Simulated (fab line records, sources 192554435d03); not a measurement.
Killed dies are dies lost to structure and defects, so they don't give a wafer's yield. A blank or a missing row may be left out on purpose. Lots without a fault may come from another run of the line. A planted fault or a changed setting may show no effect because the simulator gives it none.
A struck lot beside a sound one | flow n5_finfet | 16 steps out of a route of 1938
Sound: wafers L469.1, L469.5, L469.6. Struck: wafer L480.4. (L480.3 of the same lot was not struck and is left out.) The cause comes at the end.
At each step with rows: each side's tool, then ch and its chambers, then its first start. Under that, the readings that differ: sound wafers | struck wafers | difference of the means | sigmas: that difference in standard deviations of wafers without a fault.
alike: readings whose means differ by less than 2 such deviations, and words and numbers that are the same on both sides. not compared: withheld readings, readings that some wafer has no value for, bounds like >300 that may hide the same value, and numbers for which the record gives no deviation and whose values overlap.
The two part at a step that has a row with sigmas, a row that says differs or no value, or rows on one side only. Numbers that don't overlap but have no deviation are shown without sigmas and don't part them. A reading that every wafer of one side lacks parts them only if that side has two wafers or more.

first, 2 steps without rows for these wafers: N5_BEOL_M2_DESCUM_16 (chemistry O2, time 7 s); N5_BEOL_M2_ETCH_74 (etches underlayer in N2/H2, target depth 6.5 nm, time 5.2 s).
N5_BEOL_M2_ETCH_63: etches SiARC in CF4, target depth 15.6 nm, time 26 s.
  sound on rie_diel-03 ch 2,3, day 7 03:16; struck on rie_diel-01 ch 2, day 10 02:49
  reading                         | sound          | struck | difference | sigmas
  showerhead_plenum_p_Torr (Torr) | 2.07 2.11 2.07 | 2.28   | +0.20      | +2
  alike: drypump_motor_current_A, etch_rf_on_time_s, oes_product_au, rf_vpp_V, throttle_valve_pct
  not compared: rf_hours_counter_h
N5_BEOL_M2_ETCH_64: etches SOC in N2/H2, target depth 75 nm, overetch 22.5 nm, time 121.9 s.
  sound on rie_diel-03 ch 2,3, day 7 03:17; struck on rie_diel-01 ch 2, day 10 02:50
  reading                         | sound             | struck | difference | sigmas
  showerhead_plenum_p_Torr (Torr) | 2.45 2.51 2.45    | 2.70   | +0.23      | +2
  temp_c (C)                      | 40.31 40.05 40.12 | 39.90  | -0.26      | -2
  throttle_valve_pct (%)          | 18.1 17.9 18.1    | 17.3   | -0.7       | -2
  alike: drypump_motor_current_A, oes_product_au, rf_vpp_V
  not compared: rf_hours_counter_h
then, 2 steps without rows for these wafers: N5_BEOL_M2_STRIP_65 (strips in N2/H2); N5_BEOL_M2_STRIP_75 (strips in N2/H2).
N5_BEOL_M2_STRIP_66: strips in CF4.
  sound on rie_diel-03 ch 2,3, day 7 03:25; struck on rie_diel-01 ch 2, day 10 02:59
  reading                         | sound          | struck | difference | sigmas
  showerhead_plenum_p_Torr (Torr) | 1.74 1.77 1.74 | 1.91   | +0.16      | +2
  alike: drypump_motor_current_A, oes_product_au, rf_vpp_V, throttle_valve_pct
  not compared: rf_hours_counter_h
N5_BEOL_M2_HM_OPEN_17: chemistry Cl2/BCl3, target TiN, target depth 20 nm, overetch 6 nm.
  sound on rie_metal-03 ch 0,1, day 7 03:28; struck on rie_metal-02 ch 0, day 10 03:05
  reading                     | sound          | struck | difference | sigmas
  drypump_motor_current_A (A) | 5.90 5.68 5.90 | 4.91   | -0.92      | -3
  alike: he_backside_leak_sccm, oes_product_au, throttle_valve_pct
  not compared: rf_hours_counter_h
N5_BEOL_M2_STRIP_19: strips in O2.
  sound on rie_diel-01 ch 0,1, day 7 03:34; struck on rie_diel-03 ch 1, day 10 03:13
  reading                | sound             | struck | difference | sigmas
  throttle_valve_pct (%) | 16.82 16.80 16.91 | 16.27  | -0.57      | -2
  alike: drypump_motor_current_A, oes_product_au, rf_vpp_V, showerhead_plenum_p_Torr, temp_c
  not compared: rf_hours_counter_h
N5_BEOL_M2_CD_MEAS_18: pitch 36 nm, target cd 18 nm.
  sound on cd_sem-03, day 7 03:38; struck on cd_sem-01, day 10 03:18
  alike: cd_nm
then, 2 steps without rows for these wafers: N5_BEOL_M2_COAT_67 (time 60 s, resist thk 60 nm); N5_BEOL_M2_COAT_68 (time 60 s, resist thk 12 nm).
N5_BEOL_M2_COAT_76: time 60 s, resist thk 5 nm.
  sound on litho_track-04 ch 0, day 7 03:41; struck on litho_track-02 ch 0, day 10 03:20
  reading          | sound             | struck | difference | sigmas
  run_length_s (s) | 66.15 66.34 66.21 | 72.15  | +5.92      | +33
  alike: chill_plate_temp_C, resist_line_temp_C
then, 1 step without rows for these wafers: N5_BEOL_M2_COAT_22 (resist thk 30 nm).
N5_BEOL_M4_RC_MEAS_101:
  sound on prober-02 ch 0, day 8 05:14; struck on prober-02 ch 0, day 11 11:12
  reading        | sound          | struck | difference | sigmas
  IOFF_N (nA/um) | 0.19 0.20 0.11 | 0.26   | +0.09      | +2
  VT_P (mV)      | -250 -248 -256 | -243   | +8         | +2
  alike: DIBL_N, DIBL_P, IOFF_P, ION_N, ION_P, SS_N, SS_P, VT_N
-- the record jumps here: 5 days lie between the struck wafers' starts before and after (it left off in module BEOL_M4 and takes up again in module PASSIVATION, whose first step shown is number 1936 of the route) --
N5_PASSIVATION_PROBE_49:
  sound on prober-01, day 12 10:32; struck on prober-02, day 16 08:29
  alike: defect_limited_yield, killed_at_M0_to_M3, killed_at_M4_up, killed_at_contacts, killed_at_front_end, killed_at_other, killed_dies, killed_open, killed_short, sort_bin_4_leakage, sort_bin_5_function, sort_bin_6_memory, sort_bin_8_speed, sort_n_pass, sort_yield_pct

WHERE THEY PART
First at N5_BEOL_M2_ETCH_63; last, within this record, at N5_BEOL_M4_RC_MEAS_101. Later steps at which nothing parts them and some readings are alike: N5_PASSIVATION_PROBE_49.

WHY: what the simulator had put in
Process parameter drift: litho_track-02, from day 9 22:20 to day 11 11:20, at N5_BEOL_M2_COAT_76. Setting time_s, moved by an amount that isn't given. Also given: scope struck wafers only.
